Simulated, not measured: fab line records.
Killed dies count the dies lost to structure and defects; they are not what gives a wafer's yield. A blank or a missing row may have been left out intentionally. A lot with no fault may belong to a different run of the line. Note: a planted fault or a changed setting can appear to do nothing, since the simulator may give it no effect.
Chamber matching	flow n5Finfet	4 sister chambers for N5_BEOL_M7_STRIP_67 on rieDiel-05
The step strips in CF4. 14 wafers are shown with their chamber, then 7 later ones without.

== WAFERS PAIRED WITH THEIR CHAMBERS ==
wafer	chamber	drypumpMotorCurrentA (A)	oesProductAu (a.u.)	throttleValvePct (%)
L079.1	1	5.8	0.73	13.74
L079.3	3	6.0	0.81	13.74
L079.6	2	5.3	0.72	13.80
L086.1	2	5.3	0.71	13.81
L086.3	3	5.9	0.81	13.77
L086.5	1	5.8	0.73	13.76
L087.3	0	5.5	0.89	13.80
L087.4	2	5.3	0.71	13.83
L087.6	0	5.5	0.89	13.80
L090.1	3	5.9	0.80	13.80
L090.2	1	5.8	0.73	13.77
L090.4	0	5.5	0.89	13.81
L093.1	2	5.3	0.70	13.84
L093.2	0	5.5	0.87	13.82

SIGNATURES (means of the wafers above)
reading	chamber 0	chamber 1	chamber 2	chamber 3	scatter within a chamber
drypumpMotorCurrentA	5.500	5.800	5.300	5.933	0.0258
oesProductAu	0.8850	0.7300	0.7100	0.8067	0.00753
throttleValvePct	13.8075	13.7567	13.8200	13.7700	0.0188
Rule: a wafer lies at a distance from a chamber equal to the root of the sum of squares, over the readings, of (its reading less the chamber's mean, divided by the reading's scatter). The wafer belongs to the nearest chamber; if the next one is less than 2 further off, it can't be placed. The scatter is the square root of a quotient: the sum, over the shown wafers, of each reading's squared deviation from its chamber's mean, divided by wafers minus chambers.

== WAFERS MISSING THEIR CHAMBER ==
wafer	drypumpMotorCurrentA (A)	oesProductAu (a.u.)	throttleValvePct (%)
L093.5	6.0	0.79	13.78
L095.4	5.7	0.72	13.79
L095.5	5.7	0.72	13.78
L095.6	5.3	0.69	13.86
L097.2	5.5	0.86	13.85
L097.3	6.0	0.79	13.80
L097.5	5.3	0.70	13.87

== WHICH CHAMBER EACH WENT THROUGH ==
wafer	from the rows above	in truth
L093.5	3	3
L095.4	1	1
L095.5	1	1
L095.6	2	2
L097.2	0	0
L097.3	3	3
L097.5	2	2
Correct placement for 7 of the 7. From these rows, 0 cannot be placed. 0 placed wrongly.
